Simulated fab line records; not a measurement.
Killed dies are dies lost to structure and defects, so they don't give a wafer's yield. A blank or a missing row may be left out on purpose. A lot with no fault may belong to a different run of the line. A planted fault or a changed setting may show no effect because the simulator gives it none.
Matching of chambers ; flow nand-harc ; NHARC_P_BONDPAD_CMP_19 on cmp-02 has 4 sister chambers
The step polishes, t overpolish 30 s, cu recess touch 16 s, target thk 160.81 nm. 14 wafers are shown with their chamber, then 7 later ones without.

EACH WAFER AND ITS CHAMBER
wafer;chamber;motor-current-A (A);overpolish-run-s (s);slurry-flow-ml-min
L075.1;3;12.0;30.010;150.0
L075.2;0;13.3;29.992;149.3
L077.2;0;13.3;29.996;150.2
L077.3;3;12.3;29.997;150.7
L078.1;3;12.6;30.004;150.4
L080.2;3;12.5;29.997;149.1
L080.3;2;11.1;30.001;149.8
L082.1;0;13.6;29.994;150.4
L082.2;1;11.3;30.001;149.3
L082.4;3;11.0;29.998;150.1
L083.1;2;11.4;30.001;151.1
L083.2;3;12.0;30.005;150.3
L083.3;0;14.4;30.005;149.8
L086.1;1;11.8;30.026;149.7

SIGNATURES (averages over the wafers above)
reading;chamber 0;chamber 1;chamber 2;chamber 3;scatter within a chamber
motor-current-A;13.650;11.550;11.250;12.067;0.515
overpolish-run-s;29.99675;30.01350;30.00100;30.00183;0.00744
slurry-flow-ml-min;149.925;149.500;150.450;150.100;0.56
Rule: for a wafer and a chamber, the distance is found by dividing, reading by reading, the gap between the wafer's reading and the chamber's mean by the reading's scatter, squaring, summing and taking the root. The wafer belongs to the nearest chamber; if the next one is less than 2 further off, it can't be placed. How the scatter is found: for the shown wafers, subtract from each reading the mean of its chamber, square and add these, divide the total by (wafers less chambers), then take the root.

WAFERS WITHOUT THEIR CHAMBER
wafer;motor-current-A (A);overpolish-run-s (s);slurry-flow-ml-min
L086.2;13.7;30.001;149.5
L092.1;12.1;30.007;151.2
L092.2;12.2;29.983;149.5
L092.4;12.5;29.996;150.3
L096.1;11.0;29.999;150.0
L096.3;13.4;30.006;150.7
L096.4;11.7;29.999;150.2

CHAMBER TAKEN BY EACH
wafer;from the rows above;in truth
L086.2;0;0
L092.1;can't be placed: 3 or 2 or 1 or 0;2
L092.2;can't be placed: 3 or 0 or 2 or 1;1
L092.4;can't be placed: 3 or 0 or 2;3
L096.1;can't be placed: 2 or 3 or 1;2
L096.3;can't be placed: 0 or 3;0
L096.4;can't be placed: 3 or 2 or 1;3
1 of 7 placed correctly. Can't be placed from these rows: 6 (the true chamber is among the candidates in 6). 0 placed wrongly.
